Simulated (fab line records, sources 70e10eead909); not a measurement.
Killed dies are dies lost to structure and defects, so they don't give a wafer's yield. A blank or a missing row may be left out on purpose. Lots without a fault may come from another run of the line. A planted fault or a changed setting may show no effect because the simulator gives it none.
One fault seen from 3 desks | flow nand_harc | each desk has only its own numbers; what lay behind them comes last

THE TOOL OWNER'S DESK: rie_diel-01
The tool's own readings at NHARC_A_SLIT_ETCH_15 (etches the open film in O2/COS, target depth 3200 nm, time 832 s): means of the sampled wafers that have a number, for each lot that ran on this tool. A lot is out of limits, marked OUT, if its mean lies more than 4 standard deviations from the usual mean; the brackets give that distance.
Columns: A = bias_w at NHARC_A_SLIT_ETCH_15, usual 299.9 W; B = drypump_motor_current_A at NHARC_A_SLIT_ETCH_15, usual 5.9 A; C = oes_product_au at NHARC_A_SLIT_ETCH_15, usual 1.003 a.u.; D = rf_vpp_V at NHARC_A_SLIT_ETCH_15, usual 314.0 V; E = run_length_s at NHARC_A_SLIT_ETCH_15, usual 853.0 s; F = showerhead_plenum_p_Torr at NHARC_A_SLIT_ETCH_15, usual 3.11 Torr; G = throttle_valve_pct at NHARC_A_SLIT_ETCH_15, usual 28.331 %
lot  | first seen here | A     | B   | C     | D     | E                       | F    | G
L290 | day 15 07:43    | 298.5 | 5.5 | 1.007 | 314.6 | 852.8                   | 3.11 | 28.332
L303 | day 18 03:47    | -     | 6.0 | 1.007 | 314.9 | 675.6 (-99 or more) OUT | 3.17 | 28.331
L306 | day 19 02:11    | -     | 6.0 | 1.009 | 314.9 | 675.2 (-99 or more) OUT | 3.16 | 28.328
This desk's finding: out of limits on L303, L306; first on L303, day 18 03:47 (run_length_s at NHARC_A_SLIT_ETCH_15). In limits: L290.

THE DEFECT DESK
What the inspections along the route counted, lot by lot: means of the sampled wafers that have a number. A lot is out of limits, marked OUT, if its mean lies more than 4 standard deviations from the usual mean; the brackets give that distance.
Columns: A = raw_defect_count at NHARC_A_SLIT_INSPECT_11, usual 22
lot  | first seen here | A
L290 | day 15 07:28    | 29
L294 | day 16 01:54    | 26
L303 | day 18 03:22    | 29
L306 | day 19 01:32    | 29
L308 | day 19 01:41    | 38
L309 | day 19 08:08    | 17
This desk's finding: nothing out of limits on any of the 6 lots.

THE METROLOGY DESK
What the gauges read, lot by lot, whatever tool the lot ran on: means of the sampled wafers that have a number. A lot is out of limits, marked OUT, if its mean lies more than 4 standard deviations from the usual mean; the brackets give that distance.
Columns: A = cd_nm at NHARC_A_SLIT_CD_MEAS_09, usual 299.9 nm; B = overlay_x_nm at NHARC_A_SLIT_OVL_MEAS_10, usual -0.2 nm; C = overlay_y_nm at NHARC_A_SLIT_OVL_MEAS_10, usual -0.1 nm
lot  | first seen here | A     | B    | C
L290 | day 15 07:20    | 300.1 | 0.4  | -1.2
L294 | day 16 01:46    | 300.5 | 0.0  | -0.1
L303 | day 18 03:15    | 300.0 | -1.2 | -1.0
L306 | day 19 01:24    | 300.2 | -1.0 | -0.2
L308 | day 19 01:34    | 299.9 | 0.1  | 0.2
L309 | day 19 08:01    | 300.2 | -0.6 | -0.4
This desk's finding: nothing out of limits on any of the 6 lots.

PUT TOGETHER
The tool owner's desk could have raised an alarm at day 18 03:47, on L303, L306.
The defect desk saw nothing out of limits.
The metrology desk saw nothing out of limits.
The defect desk has L303, L306 on record, within its limits.
The metrology desk has L303, L306 on record, within its limits.
Of the lots named, all ran NHARC_A_SLIT_ETCH_15 on rie_diel-01.

WHAT THE SIMULATOR HAD PUT IN
Process parameter drift: rie_diel-01, from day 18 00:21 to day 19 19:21, at NHARC_A_SLIT_ETCH_15. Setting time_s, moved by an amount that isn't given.
Lots struck among those shown: L303, L306.
Hours from the fault's start to each desk's first reading out of limits: the tool owner's desk, 3.
